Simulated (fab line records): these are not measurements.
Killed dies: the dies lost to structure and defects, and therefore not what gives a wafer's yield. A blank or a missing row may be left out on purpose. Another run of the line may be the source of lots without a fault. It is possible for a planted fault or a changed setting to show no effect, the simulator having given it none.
Comparing a struck lot with a sound one | flow n5Finfet | 24 steps out of a route of 1938
Sound: the wafers L656.2, L656.3, L656.6. Wafers L647.1, L647.3, L647.5 were the ones struck. At the end, the cause is stated.
Order at every step that has rows: each side's tool, ch and its chambers, its first start. Under that, the readings that differ: sound wafers | struck wafers | difference of the means | sigmas: that difference in standard deviations of wafers without a fault.
alike: words and numbers the same on both sides, and readings whose means are apart by under 2 such deviations; not compared: readings that were withheld, readings missing a value for some wafer, numbers with overlapping values and no deviation given by the record, and bounds like >300 which may hide the same value.
A row with sigmas, a row that says differs or no value, or rows on one side alone: a step with any of these is where the two part. When numbers do not overlap yet have no deviation, they are printed without sigmas and do not part them. A reading that every wafer of one side lacks parts them only if that side has two wafers or more.

first, 8 steps without rows for these wafers: N5_BEOL_M10_ANNEAL_51 (time 90 s); N5_BEOL_M10_CMP_52 (polishes, stops on SiCOH lowk, t overpolish 7 s, target thk 140 nm); N5_BEOL_M10_PRE_CLEAN_55 (time 15 s); N5_BEOL_M10_DEP_56 (deposits SiCN from 3MS/NH3, target thk 15 nm, time 26.5 s); N5_BEOL_M11_ILD_DEP_00 (deposits SiCOH lowk from DEMS/porogen, target thk 308.51 nm, time 58 s); N5_BEOL_M11_CURE_71 (cures SiCOH lowk, time 240 s); N5_BEOL_M11_PECVD_70 (deposits SiO2 from TEOS/O2, target thk 20 nm, time 22.7 s); N5_BEOL_M11_HM_DEP_02 (deposits TiN, target thk 20 nm).
N5_BEOL_M11_COAT_59: time 60 s, resist thk 100 nm.
  sound on lithoTrack-05 ch 0, day 14 08:33; struck on lithoTrack-02 ch 0, day 11 22:41
reading                                  | sound                | struck               | difference | sigmas
spinSpeedRpm (rpm)                       | 1499.6 1500.5 1500.1 | 1180.2 1181.9 1180.0 | -319.4     | -99 or more
model.SOC_of_BEOL_M11_COAT_59.thkNm (nm) | 100.2 99.8 100       | 112 112.4 112        | +12        | 
then, 9 steps without rows for these wafers: N5_BEOL_M11_COAT_60 (time 60 s, resist thk 30 nm); N5_BEOL_M11_COAT_05 (resist thk 90 nm); N5_BEOL_M11_EBR_07; N5_BEOL_M11_SOFTBAKE_06 (time 60 s); N5_BEOL_M11_EXPOSE_08 (exposes mask M11); N5_BEOL_M11_PEB_09 (peb time 60 s); N5_BEOL_M11_DEVELOP_10 (develop time 30 s); N5_BEOL_M11_DESCUM_16 (chemistry O2, time 7.9 s); N5_BEOL_M11_ETCH_61 (etches SiARC in CF4, target depth 39 nm, time 65 s).
N5_BEOL_M11_ETCH_62: etches SOC in N2/H2, target depth 110 nm, overetch 22 nm, time 165 s.
  sound on rieDiel-06 ch 1,2,3, day 14 09:19; struck on rieDiel-04 ch 1, day 11 23:24
reading                 | sound             | struck            | difference | sigmas
throttleValvePct (%)    | 17.70 17.56 17.92 | 18.51 18.52 18.51 | +0.79      | +3
model.etch.depthNm (nm) | 100.3 99.86 100   | 112 112.4 112     | +12        | 
  alike: drypumpMotorCurrentA, oesProductAu, rfFwdPowerW, rfVppV, showerheadPlenumPTorr, tempC
  not compared: rfHoursCounterH
then, 2 steps without rows for these wafers: N5_BEOL_M11_STRIP_68 (strips in N2/H2); N5_BEOL_M11_STRIP_67 (strips in CF4).
N5_BEOL_M11_HM_OPEN_17: chemistry Cl2/BCl3, target TiN, target depth 20 nm, overetch 6 nm.
  sound on rieMetal-03 ch 0,1, day 14 09:31; struck on rieMetal-01 ch 0,1, day 11 23:51
reading                                  | sound        | struck            | difference | sigmas
model.SOC_of_BEOL_M11_COAT_59.thkNm (nm) | 92.6 92 92.2 | 103.6 104.8 104.4 | +12.0      | 
  alike: drypumpMotorCurrentA, oesProductAu, rfFwdPowerW, throttleValvePct
  not compared: rfHoursCounterH
then, 2 steps without rows for these wafers: N5_BEOL_M11_STRIP_19 (strips in O2); N5_PASSIVATION_PROBE_49.

== WHERE THEY PART ==
Earliest at N5_BEOL_M11_COAT_59; latest, in this record, at N5_BEOL_M11_ETCH_62. Later steps at which nothing parts them and some readings are alike: N5_BEOL_M11_HM_OPEN_17.

WHY: the cause the simulator had injected
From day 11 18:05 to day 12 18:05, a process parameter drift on lithoTrack-02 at N5_BEOL_M11_COAT_59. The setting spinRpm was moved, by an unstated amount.
